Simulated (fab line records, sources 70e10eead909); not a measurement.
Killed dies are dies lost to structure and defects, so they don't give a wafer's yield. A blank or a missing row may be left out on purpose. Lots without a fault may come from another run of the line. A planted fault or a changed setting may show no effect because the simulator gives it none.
Which tool did it? | flow nand_harc | 12 lots, 36 wafers sampled, at 5 steps of a route of 1159

WHAT THE GAUGES READ, wafer by wafer
NHARC_A_CHANNEL_HOLE_D1_INSPECT_12.
lot  | measured     | on                | raw_defect_count
L075 | day 8 22:10  | defect_inspect-01 | 4 1 5
L077 | day 9 04:42  | defect_inspect-01 | 5 7 1
L080 | day 9 11:31  | defect_inspect-02 | 4 2 4
L081 | day 10 04:33 | defect_inspect-02 | 7 2 6
L083 | day 10 09:10 | defect_inspect-01 | 8 9 8
L085 | day 10 21:34 | defect_inspect-02 | 8 6 5
L086 | day 11 17:20 | defect_inspect-02 | 4 4 6
L089 | day 11 23:43 | defect_inspect-01 | 9 3 2
L092 | day 12 10:40 | defect_inspect-02 | 6 5 9
L094 | day 13 00:01 | defect_inspect-02 | 2 8 9
L095 | day 13 06:52 | defect_inspect-02 | 1 5 9
L097 | day 14 06:59 | defect_inspect-02 | 2 7 7

WHICH TOOL RAN EACH LOT (tool, then ch and the chambers of the sampled wafers, then the start)
lot  | NHARC_P_M2_ETCH_15                            | NHARC_P_M2_STRIP_18                | NHARC_P_M2_PVD_20                       | NHARC_P_M2_PVD_21
L075 | rie_diel-04 ch 1,2,3, day 6 19:19 or earlier  | rie_diel-07 ch 0,1,3, day 6 19:19  | pvd_sputter-03, day 8 22:10 or earlier  | pvd_sputter-03, day 8 22:10 or earlier
L077 | rie_diel-04 ch 0,2, day 7 06:14 or earlier    | rie_diel-07 ch 0,3, day 7 06:14    | pvd_sputter-01, day 9 04:42 or earlier  | pvd_sputter-01, day 9 04:42 or earlier
L080 | rie_diel-07 ch 0,3, day 7 12:14 or earlier    | rie_diel-04 ch 0,2,3, day 7 12:14  | pvd_sputter-03, day 9 11:31 or earlier  | pvd_sputter-03, day 9 11:31 or earlier
L081 | rie_diel-04 ch 0,1,3, day 8 04:53 or earlier  | rie_diel-05 ch 1,2,3, day 8 04:53  | pvd_sputter-01, day 10 04:33 or earlier | pvd_sputter-01, day 10 04:33 or earlier
L083 | rie_diel-04 ch 0,2,3, day 8 08:47 or earlier  | rie_diel-04 ch 0,1, day 8 08:47    | pvd_sputter-02, day 10 09:10 or earlier | pvd_sputter-02, day 10 09:10 or earlier
L085 | rie_diel-04 ch 1,3, day 8 23:55 or earlier    | rie_diel-04 ch 0,1,3, day 8 23:55  | pvd_sputter-02, day 10 21:34 or earlier | pvd_sputter-02, day 10 21:34 or earlier
L086 | rie_diel-04 ch 0,2,3, day 9 14:56 or earlier  | rie_diel-04 ch 0,1,3, day 9 14:56  | pvd_sputter-01, day 11 17:20 or earlier | pvd_sputter-01, day 11 17:20 or earlier
L089 | rie_diel-04 ch 0,1,3, day 10 01:29 or earlier | rie_diel-04 ch 0,1,2, day 10 01:29 | pvd_sputter-01, day 11 23:43 or earlier | pvd_sputter-01, day 11 23:43 or earlier
L092 | rie_diel-04 ch 0,1, day 10 11:40 or earlier   | rie_diel-04 ch 0,2, day 10 11:40   | pvd_sputter-02, day 12 10:40 or earlier | pvd_sputter-02, day 12 10:40 or earlier
L094 | rie_diel-04 ch 0,2,3, day 10 22:32 or earlier | rie_diel-04 ch 1,2,3, day 10 22:32 | pvd_sputter-02, day 13 00:01 or earlier | pvd_sputter-02, day 13 00:01 or earlier
L095 | rie_diel-04 ch 1,2, day 11 06:26 or earlier   | rie_diel-04 ch 0,1, day 11 06:26   | pvd_sputter-03, day 13 06:52 or earlier | pvd_sputter-03, day 13 06:52 or earlier
L097 | rie_diel-05 ch 1,2,3, day 12 06:40 or earlier | rie_diel-04 ch 0,1,2, day 12 06:40 | pvd_sputter-02, day 14 06:59 or earlier | pvd_sputter-02, day 14 06:59 or earlier
- NHARC_P_M2_ETCH_15: etches the open film in C4F8/Ar, target depth 182.5 nm, time 91.2 s.
- NHARC_P_M2_STRIP_18: strips in N2/H2.
- NHARC_P_M2_PVD_20: deposits TaN, target thk 5 nm, time 8.06 s.
- NHARC_P_M2_PVD_21: deposits Cu, target thk 30 nm, time 20.49 s.

THE ANSWER, worked out from the rows above alone
Rule: what is usual is taken from the lots themselves. Put in order of their means at a reading, lots are off if they are a third of the lots or fewer, leave a main group of 4 or more, and stand apart from it by a gap of 3 or more times the standard deviation of the main group's means; of several such gaps the widest counts. A main group whose means are all the same, to the digits that the tables above print for the reading, isn't used. A lot without any number at a reading at which 4 lots or more have one is off too. The other lots that the step has rows for count as sound.
No lot is off at any reading shown: from this, nothing can be told.

WHAT THE SIMULATOR HAD PUT IN
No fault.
